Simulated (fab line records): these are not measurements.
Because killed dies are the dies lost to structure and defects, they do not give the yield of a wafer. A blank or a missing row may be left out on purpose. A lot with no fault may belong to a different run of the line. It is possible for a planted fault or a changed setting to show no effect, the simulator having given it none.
Commonality check across tools	flow nand_harc	Sampled: 14 lots, 40 wafers

WHY IT WAS OPENED
On 2 of the 14 lots, a flag is raised at NHARC_A_M1_INSPECT_11 on the reading raw_defect_count. Wafers without a fault read 94, standard deviation 32.
Rule: a lot gets a flag if all its wafers with a number sit over 4 standard deviations from that mean, or if no wafer of it has a number. The rest of the lots are taken to be sound.

lot	measured	on	raw_defect_count, wafer by wafer	flag
L696	day 22 11:39	defect_inspect-01	137 145 132	
L698	day 23 13:37	defect_inspect-02	78 72 70	
L702	day 25 22:14	defect_inspect-02	105 130 118	
L704	day 26 14:17	defect_inspect-01	65 71 82	
L706	day 26 19:59	defect_inspect-02	799 787	FLAGGED
L708	day 27 10:52	defect_inspect-02	734 734	FLAGGED
L707	day 27 23:37	defect_inspect-01	107 119 113	
L713	day 29 08:03	defect_inspect-02	132 126 107	
L711	day 29 09:56	defect_inspect-01	48 53 45	
L710	day 29 12:22	defect_inspect-02	112 100 120	
L714	day 30 05:23	defect_inspect-01	67 84 73	
L717	day 31 05:50	defect_inspect-01	120 81 87	
L718	day 32 06:50	defect_inspect-01	126 136 136	
L719	day 33 05:14	defect_inspect-02	61 69 60	
The numbers of the flagged lots are 764 on average: +670 against the usual, or +21 standard deviations.

LOT BY LOT: THE TOOL USED
Before the reading, the record contains 3 process steps out of a 1302-step route. Read each cell as the tool, then ch plus the chambers that the sampled wafers visited, then the start.
lot	flag	NHARC_A_M0_DEGAS_28	NHARC_A_M0_PRE_CLEAN_31	NHARC_A_M0_DEP_32
L696		pvd_sputter-02, day 22 08:37	pecvd-02 ch 0,1,2, day 22 10:20	pecvd-02 ch 0,1,2, day 22 10:25
L698		pvd_sputter-02, day 23 10:40	pecvd-01 ch 0,1,2, day 23 12:19	pecvd-01 ch 0,1,2, day 23 12:28
L702		pvd_sputter-01, day 25 19:05	pecvd-01 ch 0,1, day 25 20:47	pecvd-01 ch 0,1, day 25 20:52
L704		pvd_sputter-03, day 26 11:20	pecvd-01 ch 0,1,2, day 26 12:57	pecvd-01 ch 0,1,2, day 26 13:02
L706	FLAGGED	pvd_sputter-01, day 26 16:34	pecvd-01 ch 2, day 26 18:12	pecvd-01 ch 2, day 26 18:19
L708	FLAGGED	pvd_sputter-02, day 27 07:47	pecvd-01 ch 2, day 27 09:26	pecvd-01 ch 2, day 27 09:35
L707		pvd_sputter-01, day 27 20:33	pecvd-04 ch 1,2, day 27 22:11	pecvd-04 ch 1,2, day 27 22:17
L713		pvd_sputter-02, day 29 04:59	pecvd-02 ch 0,2, day 29 06:45	pecvd-02 ch 0,2, day 29 06:50
L711		pvd_sputter-02, day 29 06:26	pecvd-04 ch 0,1, day 29 08:30	pecvd-04 ch 0,1, day 29 08:35
L710		pvd_sputter-01, day 29 09:19	pecvd-02 ch 1,2, day 29 10:56	pecvd-02 ch 1,2, day 29 11:03
L714		pvd_sputter-02, day 30 02:26	pecvd-02 ch 0,1, day 30 04:04	pecvd-02 ch 0,1, day 30 04:11
L717		pvd_sputter-03, day 31 02:45	pecvd-04 ch 0,1, day 31 04:24	pecvd-04 ch 0,1, day 31 04:30
L718		pvd_sputter-01, day 32 03:54	pecvd-01 ch 0,1,2, day 32 05:33	pecvd-01 ch 0,1,2, day 32 05:43
L719		pvd_sputter-03, day 33 02:17	pecvd-04 ch 0,1,2, day 33 03:53	pecvd-04 ch 0,1,2, day 33 03:58
What these steps do:
- NHARC_A_M0_DEGAS_28: time 60 s.
- NHARC_A_M0_PRE_CLEAN_31: time 12 s.
- NHARC_A_M0_DEP_32: deposits SiCN, target thk 30 nm.
- NHARC_A_M1_INSPECT_11

FLAGGED OVER TOTAL, TOOL BY TOOL (the gauges that took the reading come last)
step	tool	lots run	flagged	share of the flagged lots	sound lots run after its first flagged lot
NHARC_A_M0_DEGAS_28	pvd_sputter-01	5	1	some	3 (L707,L710,L718)
NHARC_A_M0_DEGAS_28	pvd_sputter-02	6	1	some	3 (L713,L711,L714)
NHARC_A_M0_DEGAS_28	pvd_sputter-03	3	0	none	-
NHARC_A_M0_PRE_CLEAN_31	pecvd-01	6	2	all	1 (L718)
NHARC_A_M0_PRE_CLEAN_31	pecvd-02	4	0	none	-
NHARC_A_M0_PRE_CLEAN_31	pecvd-04	4	0	none	-
NHARC_A_M0_DEP_32	pecvd-01	6	2	all	1 (L718)
NHARC_A_M0_DEP_32	pecvd-02	4	0	none	-
NHARC_A_M0_DEP_32	pecvd-04	4	0	none	-
NHARC_A_M1_INSPECT_11	defect_inspect-01	7	0	none	-
NHARC_A_M1_INSPECT_11	defect_inspect-02	7	2	all	3 (L713,L710,L719)

THE TABLE: WHAT IT ALLOWS
3 rows of the table ran every flagged lot: pecvd-01 at NHARC_A_M0_PRE_CLEAN_31, pecvd-01 at NHARC_A_M0_DEP_32, defect_inspect-02 at NHARC_A_M1_INSPECT_11.
- pecvd-01 at NHARC_A_M0_PRE_CLEAN_31 ran 6 lots, 2 of them flagged. After the first flagged lot (L718), sound lots still ran on it; a lasting fault on the whole tool would not permit that.
- pecvd-01 at NHARC_A_M0_DEP_32 ran 6 lots, 2 of them flagged. After the first flagged lot (L718), sound lots still ran on it; a lasting fault on the whole tool would not permit that.
- defect_inspect-02 at NHARC_A_M1_INSPECT_11 ran 7 lots, 2 of them flagged. After the first flagged lot (L713, L710, L719), sound lots still ran on it; a lasting fault on the whole tool would not permit that.
None of the table's rows ran every flagged lot and, after the first, no sound lot.

WHAT HAD BEEN PUT IN BY THE SIMULATOR
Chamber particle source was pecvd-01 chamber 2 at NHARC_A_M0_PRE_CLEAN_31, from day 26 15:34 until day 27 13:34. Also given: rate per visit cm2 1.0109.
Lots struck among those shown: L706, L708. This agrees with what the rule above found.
